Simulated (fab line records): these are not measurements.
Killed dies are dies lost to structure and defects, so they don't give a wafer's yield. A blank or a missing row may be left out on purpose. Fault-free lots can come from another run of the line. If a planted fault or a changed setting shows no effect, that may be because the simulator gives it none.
Code-filled problem report in 8D (eight disciplines) form || flow n5_finfet || the parts of the form that need people (team, actions taken, sign-off) are left out

== 1. WHAT WENT WRONG ==
On 3 wafers of 1 lot, killed_at_M4_up at N5_PASSIVATION_PROBE_49 has a mean of 94; fault-free wafers read 13, standard deviation 5.7. Measured from the usual mean, that is +14 standard deviations.
Seen first at day 17 21:22 on prober-02, wafer L743.1. The record holds 3 wafers of 1 lot with a number at this step. By rule, "out" or "out of limits" means more than 4 standard deviations away from the usual mean. The other wafers with a number count as sound.

== 2. WHAT IT IS, AND WHAT IT ISN'T ==
{"question": "which readings at this step", "is": "killed_at_M4_up", "is not": "killed_at_M0_to_M3, killed_at_contacts, killed_at_front_end, killed_at_other, killed_open, killed_short"}
{"question": "which lots", "is": "L743", "is not": "-"}
{"question": "which wafers of those lots", "is": "all that have a number", "is not": "-"}
{"question": "read on which tools", "is": "prober-02", "is not": "-"}
{"question": "when", "is": "from day 17 21:22", "is not": "up to then (0 sound wafers)"}

== 3. WHAT RULES OUT EACH SUSPECT ==
Counting: any tool at a process step up to the reading is kept as a suspect provided that every lot that is out went through it and no sound lot did after the first of them.
- rie_diel-03 at N5_BEOL_M15_ETCH_38 (etches SiCN in CF4/N2, target depth 106.4 nm, time 120.5 s): kept. It ran the lot that is out, L743 (day 17 05:20), and no sound lot after that.
- pecvd-01 at N5_MIM_TOP_ETCH_PECVD_03 (deposits SiNx from SiH4/NH3/N2, target thk 20 nm, time 17.6 s): kept. It ran the lot that is out, L743 (day 17 09:41), and no sound lot after that.
- rie_metal-02 at N5_PASSIVATION_AL_ETCH_33 (etches Al in Cl2/BCl3, stops on TaN, target depth 2800 nm, time 466.7 s): kept. It ran the lot that is out, L743 (day 17 15:41), and no sound lot after that.
- prober-02 at N5_PASSIVATION_PROBE_49: kept. It ran the lot that is out, L743 (day 17 21:22), and no sound lot after that. Its own killed_at_M4_up readings are out on those wafers.
Left after counting: rie_diel-03 at N5_BEOL_M15_ETCH_38, pecvd-01 at N5_MIM_TOP_ETCH_PECVD_03, rie_metal-02 at N5_PASSIVATION_AL_ETCH_33, prober-02 at N5_PASSIVATION_PROBE_49.

== 4. THE CAUSE (what the simulator had put in) ==
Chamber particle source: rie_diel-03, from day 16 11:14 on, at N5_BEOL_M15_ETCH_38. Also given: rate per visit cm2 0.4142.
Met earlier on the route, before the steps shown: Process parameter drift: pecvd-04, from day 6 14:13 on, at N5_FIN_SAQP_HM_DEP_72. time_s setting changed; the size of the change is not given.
4 suspects survive the count, and this tool is in that group.

== 5. THE EFFECT CHAIN, in route order ==
Each row: a reading where the mean over the struck wafers with a number is more than 3 standard deviations away from the usual. Scope: only readings with a usual standard deviation given in the record; hours: median across lots of the time from each lot's start at the first step in this table that gives one to its start at this step; sigmas: change in usual standard deviations.
{"hours": 0, "step": "N5_PASSIVATION_PROBE_49", "reading": "killed_at_M4_up", "usual": 13, "on struck wafers": 94, "change": "+81", "sigmas": "+14"}
{"hours": 0, "step": "N5_PASSIVATION_PROBE_49", "reading": "killed_dies", "usual": 105, "on struck wafers": 182, "change": "+77", "sigmas": "+4.3"}
Its process steps:
- N5_PASSIVATION_PROBE_49

== 6. HOW IT WOULD HAVE BEEN CAUGHT EARLIER ==
In this record the first reading out of limits was taken at day 17 21:22, 34 hours after the fault began at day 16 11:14.
Tool readings at N5_BEOL_M15_ETCH_38 with a usual standard deviation given in the record: none out on any struck wafer, hence no alarm at a limit of 4 standard deviations on them.
Lots out: 1; all had begun N5_BEOL_M15_ETCH_38 on rie_diel-03 by day 17 21:22. Had the tool been put on hold then, not one of them would have been saved.
